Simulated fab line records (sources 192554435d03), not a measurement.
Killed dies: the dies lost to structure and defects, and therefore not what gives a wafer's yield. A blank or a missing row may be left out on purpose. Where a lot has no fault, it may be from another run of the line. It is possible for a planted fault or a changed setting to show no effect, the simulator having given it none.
What tool caused it? | flow n5Finfet | 12 lots (36 wafers sampled), 1 step of a 1938-step route

WHAT THE GAUGES SHOWED, per wafer
N5_BEOL_M10_RS_MEAS_57: uses a four-point probe to measure.
lot  | measured     | on           | M10_RS (ohm/sq)
L075 | day 11 10:30 | filmMetro-01 | 0.157 0.153 0.154
L077 | day 13 12:37 | filmMetro-01 | 0.152 0.153 0.149
L079 | day 14 10:25 | filmMetro-01 | 0.155 0.156 0.151
L082 | day 15 00:14 | filmMetro-02 | 0.147 0.152 0.152
L085 | day 15 22:51 | filmMetro-01 | 0.148 0.148 0.155
L087 | day 16 00:19 | filmMetro-02 | 0.154 0.148 0.155
L089 | day 16 07:29 | filmMetro-02 | 0.161 0.155 0.151
L090 | day 16 17:30 | filmMetro-02 | 0.161 0.151 0.158
L088 | day 17 10:05 | filmMetro-01 | 0.143 0.148 0.153
L095 | day 17 18:26 | filmMetro-01 | 0.143 0.144 0.147
L093 | day 17 20:53 | filmMetro-01 | 0.152 0.152 0.148
L097 | day 18 01:47 | filmMetro-02 | 0.146 0.153 0.147

EACH LOT AND THE TOOL THAT RAN IT (in order: tool; ch and the chambers of the sampled wafers; start)
Before these readings, the record contains no process step.

THE ANSWER, worked out from the rows above alone
Rule: usual is defined by the lots themselves. The widest of any qualifying gaps counts: lots, ordered by their means at a reading, are off when they make up no more than a third of the lots, leave a main group of 4 or more, and stand apart from it by 3 or more times the standard deviation of that group's means. The tables above print the reading to a certain number of digits; a main group whose means all agree to those digits is not used. Also off: a lot with no number at a reading for which 4 or more lots have one. The other lots that the step has rows for count as sound.
None of the lots is off at any reading shown; this tells nothing.

WHAT HAD BEEN PUT IN BY THE SIMULATOR
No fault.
